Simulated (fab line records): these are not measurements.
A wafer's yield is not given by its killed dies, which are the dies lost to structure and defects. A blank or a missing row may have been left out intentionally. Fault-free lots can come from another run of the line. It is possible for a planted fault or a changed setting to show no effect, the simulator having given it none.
Chamber matching + flow n5-finfet + cmp-02 running N5_BEOL_M2_CMP_52: 4 sister chambers
The step polishes, stops on SiOC, t overpolish 6.8 s, target thk 40 nm. 14 wafers are shown with their chamber, then 7 later ones without.

== WAFERS, EACH WITH ITS CHAMBER ==
| wafer  | chamber | motor-current-A (A) | time-to-endpoint-s (s) | barrier-field-endpoint-s (s) |
|--------|---------|---------------------|------------------------|------------------------------|
| L076.2 | 2       | 6.5                 | 64.6                   | 24.7                         |
| L076.3 | 0       | 4.3                 | 64.0                   | 24.7                         |
| L076.5 | 1       | 6.1                 | 60.1                   | 24.7                         |
| L079.3 | 3       | 5.5                 | 62.1                   | 24.5                         |
| L079.4 | 0       | 4.8                 | 65.0                   | 25.5                         |
| L079.5 | 1       | 6.2                 | 63.5                   | 25.3                         |
| L085.1 | 2       | 6.0                 | 66.8                   | 25.1                         |
| L085.2 | 3       | 5.7                 | 59.9                   | 24.1                         |
| L085.6 | 2       | 6.2                 | 64.3                   | 25.3                         |
| L083.1 | 1       | 6.2                 | 64.7                   | 25.3                         |
| L083.3 | 2       | 6.0                 | 65.5                   | 25.4                         |
| L083.4 | 3       | 5.8                 | 64.5                   | 25.5                         |
| L086.3 | 1       | 6.3                 | 63.3                   | 25.1                         |
| L086.4 | 0       | 4.9                 | 67.2                   | 25.8                         |

SIGNATURES (averages over the wafers above)
| reading                  | chamber 0 | chamber 1 | chamber 2 | chamber 3 | scatter within a chamber |
|--------------------------|-----------|-----------|-----------|-----------|--------------------------|
| motor-current-A          | 4.667     | 6.200     | 6.175     | 5.667     | 0.21                     |
| time-to-endpoint-s       | 65.400    | 62.900    | 65.300    | 62.167    | 1.77                     |
| barrier-field-endpoint-s | 25.333    | 25.100    | 25.125    | 24.700    | 0.471                    |
Rule: a wafer lies at a distance from a chamber equal to the root of the sum of squares, over the readings, of (its reading less the chamber's mean, divided by the reading's scatter). If the next closest chamber is less than 2 further off than the closest, the wafer can't be placed; otherwise it belongs to the closest. The scatter: the root of (the sum of the squares of (reading less its chamber's mean) over the shown wafers, divided by (wafers less chambers)).

== WAFERS MISSING THEIR CHAMBER ==
| wafer  | motor-current-A (A) | time-to-endpoint-s (s) | barrier-field-endpoint-s (s) |
|--------|---------------------|------------------------|------------------------------|
| L086.5 | 6.4                 | 69.2                   | 26.5                         |
| L090.3 | 5.2                 | 58.5                   | 23.8                         |
| L090.4 | 4.6                 | 62.3                   | 25.1                         |
| L090.5 | 6.0                 | 60.6                   | 24.8                         |
| L094.1 | 5.6                 | 61.5                   | 24.7                         |
| L094.5 | 4.8                 | 67.6                   | 25.3                         |
| L094.6 | 5.8                 | 59.9                   | 24.1                         |

== CHAMBER TAKEN BY EACH ==
| wafer  | from the rows above          | in truth |
|--------|------------------------------|----------|
| L086.5 | can't be placed: 2 or 1      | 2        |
| L090.3 | 3                            | 3        |
| L090.4 | 0                            | 0        |
| L090.5 | can't be placed: 1 or 3 or 2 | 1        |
| L094.1 | 3                            | 3        |
| L094.5 | 0                            | 0        |
| L094.6 | can't be placed: 3 or 1      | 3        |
Placed correctly: 4 of 7. From these rows, 3 cannot be placed; in 3 the true chamber is one of the candidates. 0 placed wrongly.
